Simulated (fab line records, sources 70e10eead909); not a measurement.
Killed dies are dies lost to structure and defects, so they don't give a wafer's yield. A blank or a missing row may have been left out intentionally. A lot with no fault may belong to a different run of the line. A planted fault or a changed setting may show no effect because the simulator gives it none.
Matching of chambers ; flow nand_harc ; ald_hk-01 running NHARC_A_CHANNEL_FILL_D1_ALD_02: 4 sister chambers
The step deposits SiO2, target thk 6 nm, pulse time 10 s, ald cycles 60. 4 wafers are shown with their chamber, then 8 later ones without.

## WAFERS, EACH WITH ITS CHAMBER
wafer;chamber;heater_power_w (W)
L948.5;0;382
L951.5;1;527
L951.6;2;439
L962.3;3;572

## WAFERS MISSING THEIR CHAMBER
wafer;heater_power_w (W)
L962.5;517
L962.6;389
L961.3;582
L961.4;451
L961.6;557
L966.3;371
L966.5;390
L966.6;527

## WHICH CHAMBER EACH ONE RAN IN
wafer;from the rows above;in truth
L962.5;1;1
L962.6;0;0
L961.3;3;3
L961.4;2;2
L961.6;can't be placed: 3 or 1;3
L966.3;0;0
L966.5;0;0
L966.6;1;1
Correct placement for 7 of the 8. Unplaceable from these rows: 1, with the true chamber sitting among the candidates in 1. Number placed wrongly: 0.
How it was worked out, from the rows above alone: a wafer's distance from a chamber is the root of the sum, over the readings, of the square of ((its reading less the chamber's mean) divided by the reading's scatter). The wafer belongs to the nearest chamber; if the next one is less than 2 further off, it can't be placed. A chamber's mean is the mean of its shown wafers. The scatter: root of mean squared gap, hidden wafer to nearest shown wafer, with one shown wafer a chamber.
